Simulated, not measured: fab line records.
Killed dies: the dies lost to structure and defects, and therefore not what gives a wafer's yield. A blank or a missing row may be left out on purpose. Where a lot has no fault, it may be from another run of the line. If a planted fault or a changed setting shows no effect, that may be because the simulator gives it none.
Which tool is to blame? -- flow n5-finfet -- 11 lots with 33 wafers sampled at 2 steps, on a route of 1938 steps

WHAT THE GAUGES SHOWED, per wafer
N5_BEOL_M9_CD_MEAS_35: target cd 70 nm, target cd y 40 nm.
lot,measured,on,cd-nm (nm)
L998,day 9 13:44,cd-sem-03,69.7 68.8 69.7
L100,day 9 19:14,cd-sem-03,69.1 70.9 70.1
L999,day 9 19:42,cd-sem-02,70.3 69.3 69.3
L108,day 12 00:35,cd-sem-02,70.2 70.1 69.8
L106,day 12 00:25,cd-sem-01,70.4 70.8 71.2
L115,day 14 13:43,cd-sem-01,69.8 68.6 70.1
L117,day 15 07:37,cd-sem-01,69.4 69.0 69.4
L118,day 15 10:55,cd-sem-02,70.1 68.8 70.3
L121,day 15 15:40,cd-sem-01,68.3 68.3 69.6
L119,day 15 18:41,cd-sem-01,70.3 70.1 70.0
L120,day 15 18:50,cd-sem-03,69.7 68.9 70.2

EACH LOT AND THE TOOL THAT RAN IT (in order: tool; ch and the chambers of the sampled wafers; start)
lot,N5_BEOL_M9_ETCH_76
L998,"rie-diel-01 ch 1,2, day 9 13:10"
L100,"rie-diel-06 ch 0,1,2, day 9 18:40"
L999,"rie-diel-06 ch 0,1,3, day 9 19:08"
L108,"rie-diel-06 ch 2,3, day 11 23:49"
L106,"rie-diel-01 ch 0,1,2, day 11 23:50"
L115,"rie-diel-01 ch 0,2,3, day 14 13:08"
L117,"rie-diel-02 ch 0,1,2, day 15 07:02"
L118,"rie-diel-02 ch 1,2, day 15 10:20"
L121,"rie-diel-01 ch 0,2,3, day 15 15:05"
L119,"rie-diel-06 ch 0,1,2, day 15 18:05"
L120,"rie-diel-01 ch 1,3, day 15 18:16"
- N5_BEOL_M9_ETCH_76: etches underlayer in N2/H2, target depth 6.5 nm, time 5.2 s.

THE ANSWER, worked out from the rows above alone
Rule: the lots themselves supply what counts as usual. The widest of any qualifying gaps counts: lots, ordered by their means at a reading, are off when they make up no more than a third of the lots, leave a main group of 4 or more, and stand apart from it by 3 or more times the standard deviation of that group's means. A main group is skipped when, at the precision printed for the reading in the tables above, its means are all equal. A lot without any number at a reading at which 4 lots or more have one is off too. Where the step has rows for the other lots, those lots are counted as sound.
No lot is off at any reading shown: from this, nothing can be told.

WHAT THE SIMULATOR PUT IN
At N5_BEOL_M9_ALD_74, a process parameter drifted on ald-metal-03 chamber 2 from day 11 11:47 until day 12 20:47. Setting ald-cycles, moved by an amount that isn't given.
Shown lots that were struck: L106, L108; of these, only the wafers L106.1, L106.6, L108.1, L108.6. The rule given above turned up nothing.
